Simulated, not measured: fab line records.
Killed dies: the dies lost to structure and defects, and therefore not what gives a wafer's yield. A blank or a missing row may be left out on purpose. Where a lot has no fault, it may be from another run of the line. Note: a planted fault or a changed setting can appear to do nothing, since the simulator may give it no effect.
fab line records -- flow n5_finfet
record: lots: 7, wafers: 21
route steps=1938 shown BEOL_M12@1648 BEOL_M15@1820
start_h: the number of hours between the record's first day and the start of the first shown wafer of the lot -- wait_h: hours from the lot's prior step to this one -- " unchanged from the row above -- L1.1+2: a row that stands for several wafers -- - no value, or no start was given -- * or withheld: withheld -- < > ~ a bound
route shown NAME@n: a module of which the file shows steps, and the number in the route of the first -- usual: the fault-free wafers' mean and standard deviation -- same: alike in all rows -- chamber/n: place in a boat -- sites: the reading at each site -- _std_site: their standard deviation -- _edge_site: mean of outer sites minus mean of inner sites -- radius_mm: for every site, how far away it sits from the centre of the wafer -- mask NAME#n: copy n -- behind: the last tool/chamber to shape the wafer -- hold: the reason the lot was held/the length of the hold in hours/how it ended -- device: the transistor (n, p or np) that didn't switch -- end of line: tests of these same wafers at the route's end -- step lacking rows: just its recipe -- killed: not the wafer's yield, but the dies lost to structure and defects at the first sort -- map: a wafer's dies, x killed, . not, _ none there
set.NAME: the setting the step ran with; set.NAME@STEP: the setting that earlier step ran with -- model.NAME: the simulator's own value behind a step, which no gauge read
lots where settings were altered on purpose, with a table for each step and a row for each wafer
== steps ==
step: N5_BEOL_M12_SPUTTER_43
recipe: material: TaN, target_thk_a: 150, temp_c: 50, bias_v: 168.6, power_w: 15000, chamber_pressure_pa: 0.12, time_s: 24.19
lot.wafer,tool,chamber,start_h,wait_h,set.power_w,model.TaN_of_BEOL_M12_SPUTTER_43.thk_nm
L075.2,pvd_sputter-02,-,246.16,0.0,15820,16.4
L075.4,pvd_sputter-02,-,246.16,0.0,15820,16
L075.6,pvd_sputter-02,-,246.16,0.0,15000,15.2
L076.2,pvd_sputter-02,-,265.51,0.0,15000,15.2
L076.4,pvd_sputter-02,-,265.51,0.0,15000,14.6
L076.6,pvd_sputter-02,-,265.51,0.0,16910,16.8
L079.1+4,pvd_sputter-02,-,273.17,0.0,15000,15
L079.6,pvd_sputter-02,-,273.17,0.0,15000,14.8
L083.2,pvd_sputter-02,-,304.37,0.0,16410,16.8
L083.4,pvd_sputter-02,-,304.37,0.0,16410,16.4
L083.5,pvd_sputter-02,-,304.37,0.0,15000,15
L087.1,pvd_sputter-01,-,337.35,0.0,15000,14.8
L087.5,pvd_sputter-01,-,337.35,0.0,15740,15.8
L087.6,pvd_sputter-01,-,337.35,0.0,15000,15
L092.1,pvd_sputter-03,-,366.57,0.0,15000,14.8
L092.5,pvd_sputter-03,-,366.57,0.0,15000,15.2
L092.6,pvd_sputter-03,-,366.57,0.0,15000,15
L096.2,pvd_sputter-01,-,386.01,0.0,15000,15.2
L096.3,pvd_sputter-01,-,386.01,0.0,15000,14.8
L096.4,pvd_sputter-01,-,386.01,0.0,15000,15
step: N5_BEOL_M12_SPUTTER_44
recipe: material: Ta, target_thk_a: 100, temp_c: 50, bias_v: 80, power_w: 15000, chamber_pressure_pa: 0.07, time_s: 16.13
step: N5_BEOL_M12_SPUTTER_45
recipe: material: Cu, target_thk_a: 800, temp_c: -20, bias_v: 60, power_w: 26000, chamber_pressure_pa: 0.13, time_s: 13.33
step: N5_BEOL_M12_ECD_47
recipe: material: Cu, target_thk_a: 7200
step: N5_BEOL_M12_ANNEAL_48
recipe: temp_c: 225, time_s: 90, ambient: N2
step: N5_BEOL_M12_CMP_49
recipe: stop_on: SiOC, t_overpolish_s: 20.6, down_force_psi: 1, platen_rpm: 50, clearing_platen_down_force_psi: 1.5, clearing_platen_rpm: 50, post_cmp_clean: cu_alkaline, target_thk_nm: 320, clearing_platen_pad_velocity_m_s: 0.99484, pad_velocity_m_s: 0.99484
lot.wafer,tool,chamber,start_h,wait_h,set.time_s@BEOL_M12_TRENCH_ETCH_34,model.Cu_of_BEOL_M12_ECD_47.thk_nm
L075.4,cmp-04,1,247.03,0.1,100.5,251.2
L075.2,cmp-04,0,247.03,0.1,125.5,320
L075.6,cmp-04,2,247.03,0.1,100.5,257
L076.4,cmp-02,0,266.23,0.1,125.5,330.8
L076.2,cmp-02,3,266.23,0.1,125.5,317
L076.6,cmp-02,0,266.23,0.1,125.5,324.4
L079.4,cmp-01,3,274.50,0.2,139.9,362.8
L079.1,cmp-01,0,274.50,0.2,125.5,317
L079.6,cmp-01,3,274.50,0.2,139.9,357
L083.4,cmp-02,3,305.18,0.1,143.4,365.2
L083.2,cmp-02,0,305.18,0.1,125.5,313.4
L083.5,cmp-02,3,305.18,0.1,125.5,322.4
L087.1+5,cmp-01,"2,3",338.59,0.3,99.76,257.6
L087.6,cmp-01,2,338.59,0.3,125.5,321.2
L092.1,cmp-02,2,367.30,0.3,125.5,324.8
L092.6,cmp-02,2,367.30,0.3,125.5,321.6
L092.5,cmp-02,3,367.30,0.3,125.5,314.2
L096.4,cmp-01,2,386.77,0.2,125.5,321
L096.2,cmp-01,3,386.77,0.2,125.5,310
L096.3,cmp-01,0,386.77,0.2,125.5,320.6
step: N5_BEOL_M12_THK_MEAS_50
recipe: thk_meas_gauge: xrf, reads: Cu_of_BEOL_M12_ECD_47
usual: M12_THK: 319/6.4
lot.wafer,tool,chamber,start_h,wait_h,set.time_s@BEOL_M12_TRENCH_ETCH_34,M12_THK[nm]
L075.2,film_metro-02,-,247.33,-,125.5,315
L075.4,film_metro-02,-,247.33,-,100.5,248
L075.6,film_metro-02,-,247.33,-,100.5,254
L076.2,film_metro-01,-,266.53,-,125.5,315
L076.4,film_metro-01,-,266.53,-,125.5,328
L076.6,film_metro-01,-,266.53,-,125.5,322
L079.1,film_metro-02,-,274.76,-,125.5,317
L079.4,film_metro-02,-,274.76,-,139.9,361
L079.6,film_metro-02,-,274.76,-,139.9,356
L083.2,film_metro-01,-,305.48,-,125.5,314
L083.4,film_metro-01,-,305.48,-,143.4,365
L083.5,film_metro-01,-,305.48,-,125.5,321
L087.1,film_metro-02,-,338.88,-,99.76,254
L087.5,film_metro-02,-,338.88,-,99.76,252
L087.6,film_metro-02,-,338.88,-,125.5,316
L092.1,film_metro-02,-,367.60,-,125.5,319
L092.5,film_metro-02,-,367.60,-,125.5,310
L092.6,film_metro-02,-,367.60,-,125.5,318
L096.2,film_metro-01,-,387.03,-,125.5,310
L096.3,film_metro-01,-,387.03,-,125.5,319
L096.4,film_metro-01,-,387.03,-,125.5,321
step: N5_BEOL_M12_PRE_CLEAN_52
recipe: gas: NH3, time_s: 15, temp_c: withheld, rf_power_w: 300
step: N5_BEOL_M12_DEP_53
recipe: material: SiCN, target_thk_a: 300, temp_c: withheld, precursor: 3MS/NH3, pressure_torr: 3, rf_w: 675, time_s: 10.5
step: N5_BEOL_M12_RS_MEAS_54
recipe: thk_meas_gauge: four-point-probe, reads: Cu_of_BEOL_M12_ECD_47+Ta_of_BEOL_M12_SPUTTER_44+TaN_of_BEOL_M12_SPUTTER_43
usual: M12_RS: 0.0601/0.0012
lot.wafer,tool,chamber,start_h,wait_h,set.time_s@BEOL_M12_TRENCH_ETCH_34,M12_RS[ohm/sq]
L075.2,film_metro-01,-,247.45,0.0,125.5,0.0602
L075.4,film_metro-01,-,247.45,0.0,100.5,0.0775
L075.6,film_metro-01,-,247.45,0.0,100.5,0.0755
L076.2,film_metro-01,-,266.65,0.0,125.5,0.0606
L076.4,film_metro-01,-,266.65,0.0,125.5,0.0580
L076.6,film_metro-01,-,266.65,0.0,125.5,0.0592
L079.1,film_metro-02,-,274.88,0.0,125.5,0.0607
L079.4,film_metro-02,-,274.88,0.0,139.9,0.0528
L079.6,film_metro-02,-,274.88,0.0,139.9,0.0536
L083.2,film_metro-02,-,305.60,0.0,125.5,0.0614
L083.4,film_metro-02,-,305.60,0.0,143.4,0.0524
L083.5,film_metro-02,-,305.60,0.0,125.5,0.0595
L087.1,film_metro-02,-,339.01,0.0,99.76,0.0754
L087.5,film_metro-02,-,339.01,0.0,99.76,0.0755
L087.6,film_metro-02,-,339.01,0.0,125.5,0.0598
L092.1,film_metro-01,-,367.72,0.0,125.5,0.0591
L092.5,film_metro-01,-,367.72,0.0,125.5,0.0613
L092.6,film_metro-01,-,367.72,0.0,125.5,0.0598
L096.2,film_metro-02,-,387.15,0.0,125.5,0.0621
L096.3,film_metro-02,-,387.15,0.0,125.5,0.0599
L096.4,film_metro-02,-,387.15,0.0,125.5,0.0600
step: N5_BEOL_M15_SPUTTER_44
recipe: material: Ta, target_thk_a: 150, temp_c: 50, bias_v: 80, power_w: 15000, chamber_pressure_pa: 0.07, time_s: 24.19
lot.wafer,tool,chamber,start_h,wait_h,set.power_w,model.Ta_of_BEOL_M15_SPUTTER_44.thk_nm
L075.2,pvd_sputter-01,-,269.18,0.0,17040,16.6
L075.4,pvd_sputter-01,-,269.18,0.0,15000,15
L075.6,pvd_sputter-01,-,269.18,0.0,17040,16.8
L076.2,pvd_sputter-01,-,279.91,0.0,15000,14.6
L076.4,pvd_sputter-01,-,279.91,0.0,15000,15
L076.6,pvd_sputter-01,-,279.91,0.0,15830,16
L079.1,pvd_sputter-03,-,295.98,0.0,15000,14.4
L079.4,pvd_sputter-03,-,295.98,0.0,17250,17.2
L079.6,pvd_sputter-03,-,295.98,0.0,15000,15
L083.2,pvd_sputter-02,-,324.57,0.0,15000,15.4
L083.4,pvd_sputter-02,-,324.57,0.0,15000,15
L083.5,pvd_sputter-02,-,324.57,0.0,17190,17.2
L087.1,pvd_sputter-02,-,358.21,0.0,15000,15.4
L087.5+6,pvd_sputter-02,-,358.21,0.0,15000,15
L092.1,pvd_sputter-03,-,390.86,0.0,13230,13
L092.5,pvd_sputter-03,-,390.86,0.0,15000,14.8
L092.6,pvd_sputter-03,-,390.86,0.0,15000,15
L096.2+4,pvd_sputter-02,-,403.16,0.0,15000,15
L096.3,pvd_sputter-02,-,403.16,0.0,15000,15.4
step: N5_BEOL_M15_DEP_53
recipe: material: SiCN, target_thk_a: 500, temp_c: withheld, precursor: 3MS/NH3, pressure_torr: 3, rf_w: 675, time_s: 17.8
lot.wafer,tool,chamber,start_h,wait_h,set.time_s,model.SiCN_of_BEOL_M15_DEP_53.thk_nm
L075.2,pecvd-02,2,270.27,0.0,17.8,49.8
L075.4,pecvd-02,0,270.27,0.0,16.53,46
L075.6,pecvd-02,2,270.27,0.0,17.8,50.6
L076.2,pecvd-03,0,281.26,0.0,17.8,49.8
L076.4,pecvd-03,0,281.26,0.0,15.61,44.8
L076.6,pecvd-03,2,281.26,0.0,15.61,45.4
L079.1,pecvd-04,0,297.09,0.0,19.23,54.2
L079.4,pecvd-04,0,297.09,0.0,19.23,54.8
L079.6,pecvd-04,0,297.09,0.0,17.8,50.8
L083.2,pecvd-03,2,325.67,0.0,17.8,49.6
L083.4,pecvd-03,1,325.67,0.0,17.8,50.8
L083.5,pecvd-03,2,325.67,0.0,17.8,49.8
L087.1,pecvd-03,1,359.31,0.0,17.8,50
L087.5,pecvd-03,1,359.31,0.0,17.8,50.4
L087.6,pecvd-03,2,359.31,0.0,19.8,56
L092.1,pecvd-02,1,392.17,0.0,19.56,54
L092.5,pecvd-02,2,392.17,0.0,19.56,55.8
L092.6,pecvd-02,1,392.17,0.0,19.56,55.2
L096.2,pecvd-03,0,404.36,0.0,17.8,50.6
L096.3,pecvd-03,2,404.36,0.0,17.8,50.8
L096.4,pecvd-03,2,404.36,0.0,17.8,51.8
== key ==
split: step: N5_BEOL_M12_SPUTTER_43, setting: power_w, stated: 15000, by: wafer
response: step: N5_BEOL_M12_SPUTTER_43, reading: model.TaN_of_BEOL_M12_SPUTTER_43.thk_nm, change: +0.161, per: 1%, r: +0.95
split: step: N5_BEOL_M15_SPUTTER_44, setting: power_w, stated: 15000, by: wafer
response: step: N5_BEOL_M15_SPUTTER_44, reading: model.Ta_of_BEOL_M15_SPUTTER_44.thk_nm, change: +0.15, per: 1%, r: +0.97
split: step: N5_BEOL_M15_DEP_53, setting: time_s, stated: 17.8, by: wafer
response: step: N5_BEOL_M15_DEP_53, reading: model.SiCN_of_BEOL_M15_DEP_53.thk_nm, change: +0.465, per: 1%, r: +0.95
split outside_this_file step=N5_BEOL_M12_TRENCH_ETCH_34 setting=time_s
split outside_this_file: this setting was split too, and the file shows its column; the key of that split is in another file
